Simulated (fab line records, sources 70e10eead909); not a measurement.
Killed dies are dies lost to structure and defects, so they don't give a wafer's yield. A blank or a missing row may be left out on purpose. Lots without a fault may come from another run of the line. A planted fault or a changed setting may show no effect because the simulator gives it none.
Chamber matching | flow nand_harc | NHARC_P_CONTACT_DESCUM_17 on rie_diel-10: 4 sister chambers
The step chemistry O2, time 3 s. 27 wafers are shown with their chamber, then 12 later ones without.

WAFERS WITH THEIR CHAMBER
wafer  | chamber | showerhead_plenum_p_Torr (Torr) | drypump_motor_current_A (A) | rf_vpp_V (V)
L075.2 | 1       | 1.97                            | 5.77                        | 57.2
L075.5 | 1       | 1.97                            | 5.77                        | 57.3
L075.6 | 0       | 1.82                            | 6.19                        | 56.7
L078.1 | 3       | 1.93                            | 5.38                        | 58.9
L078.4 | 0       | 1.82                            | 6.18                        | 58.9
L078.6 | 3       | 1.93                            | 5.37                        | 56.8
L079.2 | 1       | 1.97                            | 5.75                        | 58.0
L079.4 | 3       | 1.93                            | 5.38                        | 57.0
L079.6 | 0       | 1.82                            | 6.18                        | 57.1
L079.1 | 2       | 2.05                            | 5.58                        | 59.3
L079.3 | 0       | 1.81                            | 6.13                        | 56.2
L079.5 | 3       | 1.93                            | 5.38                        | 57.4
L080.1 | 1       | 1.97                            | 5.74                        | 57.4
L080.2 | 0       | 1.82                            | 6.16                        | 57.0
L080.3 | 2       | 2.05                            | 5.60                        | 58.6
L080.4 | 3       | 1.93                            | 5.36                        | 58.2
L080.5 | 2       | 2.05                            | 5.61                        | 58.7
L080.6 | 1       | 1.97                            | 5.74                        | 59.1
L083.2 | 3       | 1.93                            | 5.40                        | 58.1
L083.4 | 1       | 1.97                            | 5.77                        | 58.0
L083.5 | 2       | 2.05                            | 5.59                        | 57.6
L085.2 | 3       | 1.93                            | 5.38                        | 56.4
L085.3 | 1       | 1.97                            | 5.77                        | 56.6
L085.4 | 0       | 1.81                            | 6.24                        | 56.4
L092.1 | 1       | 1.96                            | 5.76                        | 57.2
L092.4 | 2       | 2.05                            | 5.59                        | 58.4
L092.6 | 2       | 2.05                            | 5.58                        | 57.8

SIGNATURES (means of the wafers above)
reading                  | chamber 0 | chamber 1 | chamber 2 | chamber 3 | scatter within a chamber
showerhead_plenum_p_Torr | 1.8167    | 1.9688    | 2.0500    | 1.9300    | 0.0031
drypump_motor_current_A  | 6.1800    | 5.7588    | 5.5917    | 5.3786    | 0.0203
rf_vpp_V                 | 57.050    | 57.600    | 58.400    | 57.543    | 0.819
Rule: a wafer's distance from a chamber is the root of the sum, over the readings, of the square of ((its reading less the chamber's mean) divided by the reading's scatter). The wafer belongs to the nearest chamber; if the next one is less than 2 further off, it can't be placed. The scatter: the root of (the sum of the squares of (reading less its chamber's mean) over the shown wafers, divided by (wafers less chambers)).

WAFERS WITHOUT THEIR CHAMBER
wafer  | showerhead_plenum_p_Torr (Torr) | drypump_motor_current_A (A) | rf_vpp_V (V)
L093.2 | 1.81                            | 6.22                        | 56.5
L093.3 | 2.05                            | 5.61                        | 60.1
L093.5 | 1.93                            | 5.38                        | 58.3
L095.2 | 1.81                            | 6.20                        | 56.5
L095.3 | 1.96                            | 5.74                        | 57.3
L095.6 | 1.96                            | 5.76                        | 57.6
L095.1 | 2.05                            | 5.58                        | 58.9
L095.4 | 1.92                            | 5.39                        | 58.8
L095.5 | 1.81                            | 6.20                        | 57.1
L096.2 | 1.81                            | 6.20                        | 57.3
L096.3 | 1.92                            | 5.38                        | 58.6
L096.6 | 1.96                            | 5.78                        | 57.6

WHICH CHAMBER EACH WENT THROUGH
wafer  | from the rows above | in truth
L093.2 | 0                   | 0
L093.3 | 2                   | 2
L093.5 | 3                   | 3
L095.2 | 0                   | 0
L095.3 | 1                   | 1
L095.6 | 1                   | 1
L095.1 | 2                   | 2
L095.4 | 3                   | 3
L095.5 | 0                   | 0
L096.2 | 0                   | 0
L096.3 | 3                   | 3
L096.6 | 1                   | 1
Placed correctly: 12 of 12. Can't be placed from these rows: 0. Placed wrongly: 0.
